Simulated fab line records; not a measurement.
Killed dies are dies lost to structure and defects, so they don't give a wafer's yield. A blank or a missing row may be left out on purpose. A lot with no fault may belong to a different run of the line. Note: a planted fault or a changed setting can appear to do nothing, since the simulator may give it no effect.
A lot that was struck, set against a sound lot / flow n5 finfet / 18 out of 1938 route steps
Sound: these wafers, L550.2, L550.5, L550.6. Wafers L543.1, L543.3, L543.4 were the ones struck. The cause is given at the end.
For every step that has rows: the tool of each side, followed by ch and its chambers, followed by its first start. Under that, the readings that differ: sound wafers / struck wafers / difference of the means / sigmas: that difference in standard deviations of wafers without a fault.
alike: same words and numbers on both sides, and readings whose means sit less than 2 such deviations apart. not compared: any withheld reading, any reading some wafer has no value for, any bound like >300 that may hide the same value, and any number with overlapping values for which the record gives no deviation.
Wherever a step has rows on one side only, a row that says differs or no value, or a row with sigmas, the two part there. Numbers that have no deviation but don't overlap get no sigmas and don't part them. Lack of a reading on every wafer of one side parts them only where that side has two or more wafers.

first, 4 steps without rows for these wafers: N5_HKMG_FIN_PRECLEAN_64 (cleans in dHF, time 30 s); N5_HKMG_FIN_WET_ETCH_65 (etches a-Si in TMAH, stops on TiN, time 49 s, target depth 3 nm); N5_HKMG_FIN_WET_ETCH_81 (etches TiN in SC1, stops on HfO2, time 57 s, target depth 6 nm); N5_HKMG_FIN_WET_ETCH_82 (etches La2O3 in dHCl, stops on HfO2, target depth 2 nm, rinse time 30 s).
N5_HKMG_FIN_ALD_36: deposits TiN, target thk 1 nm, pulse time 1 s, purge time 3 s.
  sound on ald metal-01 ch 0,3, day 7 12:58; struck on ald metal-03 ch 0,1,2, day 6 01:14
  alike: heater power w, precursor pulse height rel
N5_HKMG_FIN_THK_MEAS_70: measures by xrf.
  struck on film metro-02, day 6 01:31; sound on film metro-02, day 7 13:16
  alike: HK_THK
N5_HKMG_FIN_PWFM_ALD_03: deposits TiN, target thk 2 nm, pulse time 1 s, purge time 3 s.
  sound on ald metal-03 ch 1,2,3, day 7 13:17; struck on ald metal-04 ch 1,2,3, day 6 01:33
  alike: heater power w, precursor pulse height rel
then, 5 steps without rows for these wafers: N5_HKMG_FIN_COAT_29 (time 60 s, resist thk 300 nm); N5_HKMG_FIN_COAT_30 (time 60 s, resist thk 35 nm); N5_HKMG_FIN_COAT_06 (resist thk 90 nm); N5_HKMG_FIN_EBR_08; N5_HKMG_FIN_SOFTBAKE_07 (time 60 s).
N5_HKMG_FIN_EXPOSE_09: exposes mask NWFM.
  sound on arfi scanner-01 ch 0, day 7 13:53; struck on arfi scanner-02 ch 0, day 6 02:08
reading=exposure dose mJ cm2; sound=39.87 39.86 39.82; struck=45.52 45.53 45.53; difference=+5.68; sigmas=+20
  alike: mask
then, 2 steps without rows for these wafers: N5_HKMG_FIN_PEB_10 (peb time 60 s); N5_HKMG_FIN_DEVELOP_11 (develop time 30 s).
N5_HKMG_FIN_CD_MEAS_12: target cd 92.8 nm.
  sound on cd sem-02 ch 0, day 7 14:01; struck on cd sem-03 ch 0, day 6 02:16
reading=cd nm (nm); sound=92.6 92.7 94.0; struck=102.5 102.4 102.8; difference=+9.5; sigmas=+14
N5_HKMG_FIN_OVL_MEAS_13:
  sound on overlay-01 ch 0, day 7 14:02; struck on overlay-02 ch 0, day 6 02:17
  alike: NWFM_OVL
-- a jump in the record: the struck wafers' starts before and after are 9 days apart (it breaks off in module HKMG_FIN and resumes in module PASSIVATION, where the first step shown is number 1936 of the route) --
N5_PASSIVATION_PROBE_49:
  the record has rows for the struck wafers here (prober-01, day 15 03:25) and none for the sound ones

WHERE THEY PART
First at N5_HKMG_FIN_EXPOSE_09; last, within this record, at N5_PASSIVATION_PROBE_49.

WHY: the cause the simulator had injected
Drift in process parameters on arfi scanner-02 at N5_HKMG_FIN_EXPOSE_09, starting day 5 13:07. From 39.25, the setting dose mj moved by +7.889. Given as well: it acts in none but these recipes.
